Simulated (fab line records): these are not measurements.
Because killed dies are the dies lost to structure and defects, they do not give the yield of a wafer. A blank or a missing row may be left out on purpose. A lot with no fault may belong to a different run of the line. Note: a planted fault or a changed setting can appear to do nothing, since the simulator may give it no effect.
What tool caused it?	flow nand harc	12 lots, 36 wafers sampled, at 5 steps of a route of 1302

== WHAT THE GAUGES READ, wafer by wafer ==
NHARC_END_SORT_01.
lot	measured	on	killed at array	killed at other	killed at periphery	killed dies	killed open	killed short
L421	day 28 01:11	prober-01	58 57 55	0 0 0	16 14 6	74 71 61	3 6 3	5 5 2
L423	day 28 02:01	prober-02	59 51 69	1 1 2	5 5 3	65 57 74	3 0 2	3 2 2
L426	day 29 10:23	prober-02	46 58 500	0 0 0	12 1 6	58 59 506	5 4 2	2 1 0

== WHICH TOOL RAN EACH LOT (tool, then ch and the chambers of the sampled wafers, then the start) ==
lot	NHARC_A_CONTACT_ETCH_50	NHARC_A_CONTACT_ETCH_112	NHARC_A_CONTACT_ETCH_113	NHARC_A_CONTACT_ETCH_114
L413	rie diel-03 ch 0,2, day 21 11:04	har cap etch-01 ch 0, day 21 12:35	har cap etch-01 ch 0, day 21 12:46	har cap etch-01 ch 0, day 21 12:56
L414	rie diel-03 ch 0,1,3, day 22 04:04	har cap etch-02 ch 0,1, day 22 05:34	har cap etch-02 ch 0,1, day 22 05:44	har cap etch-02 ch 0,1, day 22 05:54
L419	rie diel-11 ch 0,1,2, day 24 04:03	har cap etch-02 ch 0,1, day 24 05:31	har cap etch-02 ch 0,1, day 24 05:41	har cap etch-02 ch 0,1, day 24 05:52
L420	rie diel-04 ch 0,1,2, day 24 11:10	har cap etch-03 ch 0,1, day 24 12:41	har cap etch-03 ch 0,1, day 24 12:52	har cap etch-03 ch 0,1, day 24 13:02
L421	rie diel-03 ch 0,1,2, day 25 05:16	har cap etch-01 ch 0,1, day 25 06:46	har cap etch-01 ch 0,1, day 25 06:56	har cap etch-01 ch 0,1, day 25 07:06
L423	rie diel-03 ch 1,2,3, day 25 08:24	har cap etch-03 ch 0,1, day 25 10:12	har cap etch-03 ch 0,1, day 25 10:22	har cap etch-03 ch 0,1, day 25 10:32
L425	rie diel-04 ch 1,3, day 25 23:14	har cap etch-03 ch 0,1, day 26 01:02	har cap etch-03 ch 0,1, day 26 01:13	har cap etch-03 ch 0,1, day 26 01:23
L426	rie diel-03 ch 0,1,2, day 26 07:52	har cap etch-03 ch 0,1, day 26 09:21	har cap etch-03 ch 0,1, day 26 09:32	har cap etch-03 ch 0,1, day 26 09:42
L430	rie diel-11 ch 1,2,3, day 27 22:58	har cap etch-01 ch 0,1, day 28 00:46	har cap etch-01 ch 0,1, day 28 00:56	har cap etch-01 ch 0,1, day 28 01:06
L432	rie diel-03 ch 0,1,3, day 29 09:34	har cap etch-03 ch 0,1, day 29 11:05	har cap etch-03 ch 0,1, day 29 11:16	har cap etch-03 ch 0,1, day 29 11:26
L435	rie diel-11 ch 1,2,3, day 31 06:07	har cap etch-02 ch 0,1, day 31 07:38	har cap etch-02 ch 0,1, day 31 07:48	har cap etch-02 ch 0,1, day 31 07:59
L436	rie diel-03 ch 0,1,3, day 31 08:32	har cap etch-03 ch 1, day 31 10:01	har cap etch-03 ch 1, day 31 10:11	har cap etch-03 ch 1, day 31 10:22
- NHARC_A_CONTACT_ETCH_50: etches the open film in CF4/CHF3, target depth 121 nm, time 60.5 s.
- NHARC_A_CONTACT_ETCH_112: etches the open film in C4F8/O2/Ar, time 190 s, target depth 1850 nm.
- NHARC_A_CONTACT_ETCH_113: etches the open film in C4F8/O2/Ar, time 190 s, target depth 1850 nm.
- NHARC_A_CONTACT_ETCH_114: etches the open film in C4F8/O2/Ar, time 190 s, target depth 1850 nm.

== AS READ BY THE TOOLS THEMSELVES (means over the sampled wafers that have a number; for cases with no such wafer, the mark the record gives instead) ==
NHARC_A_CONTACT_ETCH_50.
lot	tool	drypump motor current A (A)	oes product au (a.u.)	rf vpp V (V)	run length s (s)	showerhead plenum p Torr (Torr)	throttle valve pct (%)
L413	rie diel-03	5.7	0.963	371.0	81.8	1.56	16.800
L414	rie diel-03	6.0	0.962	372.1	81.3	1.62	16.803
L419	rie diel-11	5.7	0.940	370.0	82.1	1.55	16.805
L420	rie diel-04	5.7	0.982	371.6	81.8	1.60	16.795
L421	rie diel-03	5.8	0.973	371.4	81.9	1.58	16.795
L423	rie diel-03	6.2	0.961	370.4	81.9	1.59	16.810
L425	rie diel-04	5.5	0.926	371.2	82.0	1.58	16.801
L426	rie diel-03	5.8	0.978	370.7	77.4	1.58	16.801
L430	rie diel-11	5.7	0.954	371.6	82.1	1.60	16.805
L432	rie diel-03	6.0	0.979	372.0	81.4	1.61	16.811
L435	rie diel-11	5.7	0.932	370.9	82.2	1.59	16.805
L436	rie diel-03	6.0	0.972	371.8	81.4	1.61	16.795

== THE ANSWER, worked out from the rows above alone ==
Rule: usual is defined by the lots themselves. Put in order of their means at a reading, lots are off if they are a third of the lots or fewer, leave a main group of 4 or more, and stand apart from it by a gap of 3 or more times the standard deviation of the main group's means; of several such gaps the widest counts. A main group whose means are all the same, to the digits that the tables above print for the reading, isn't used. Also off: a lot with no number at a reading for which 4 or more lots have one. Any other lot the step has rows for is counted as sound. The gauges are gone through in route order, then the tools' own readings, and for those a lot's mean is taken as printed above. At the first step where some lot is off, the reading lying furthest off is the one used; lots without a number count as furthest.
Off: L426, at NHARC_A_CONTACT_ETCH_50 (run length s). For the main group the mean is 81.8 s and the standard deviation 0.3.
If a tool, at that step or one of the process steps before it, ran each lot that is off and ran no sound lot following the first of them, it fits. Not one of the candidates tried fits.

== WHAT THE SIMULATOR HAD INSERTED ==
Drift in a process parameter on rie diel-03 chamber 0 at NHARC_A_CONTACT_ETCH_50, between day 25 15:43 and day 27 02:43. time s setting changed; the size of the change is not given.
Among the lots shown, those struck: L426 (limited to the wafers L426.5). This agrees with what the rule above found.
